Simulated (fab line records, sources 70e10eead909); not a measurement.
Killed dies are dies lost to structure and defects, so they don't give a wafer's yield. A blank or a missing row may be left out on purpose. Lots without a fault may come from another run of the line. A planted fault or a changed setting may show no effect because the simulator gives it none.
Chamber matching | flow nand_harc | NHARC_HYBRID_BOND_ACTIVATE_00 on rie_diel-06: 4 sister chambers
The step chemistry N2, time 60 s. 4 wafers are shown with their chamber, then 11 later ones without.

WAFERS WITH THEIR CHAMBER
wafer  | chamber | drypump_motor_current_A (A)
L842.2 | 2       | 4.7
L842.5 | 3       | 5.5
L842.6 | 0       | 6.1
L844.1 | 1       | 5.7

WAFERS WITHOUT THEIR CHAMBER
wafer  | drypump_motor_current_A (A)
L844.3 | 5.5
L844.6 | 5.5
L853.1 | 5.6
L853.2 | 5.5
L853.3 | 6.1
L854.4 | 5.5
L854.5 | 6.1
L854.6 | 5.7
L856.2 | 4.7
L856.3 | 5.5
L856.5 | 5.5

WHICH CHAMBER EACH WENT THROUGH
wafer  | from the rows above     | in truth
L844.3 | 3                       | 3
L844.6 | 3                       | 3
L853.1 | can't be placed: 3 or 1 | 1
L853.2 | 3                       | 3
L853.3 | 0                       | 0
L854.4 | 3                       | 3
L854.5 | 0                       | 0
L854.6 | 1                       | 1
L856.2 | 2                       | 2
L856.3 | 3                       | 3
L856.5 | 3                       | 3
Placed correctly: 10 of 11. Can't be placed from these rows: 1 (the true chamber is among the candidates in 1). Placed wrongly: 0.
How it was worked out, from the rows above alone: a wafer's distance from a chamber is the root of the sum, over the readings, of the square of ((its reading less the chamber's mean) divided by the reading's scatter). The wafer belongs to the nearest chamber; if the next one is less than 2 further off, it can't be placed. A chamber's mean is the mean of its shown wafers. The scatter: with one shown wafer a chamber, the root of the mean of the squares of how far each hidden wafer lies from its nearest shown one.
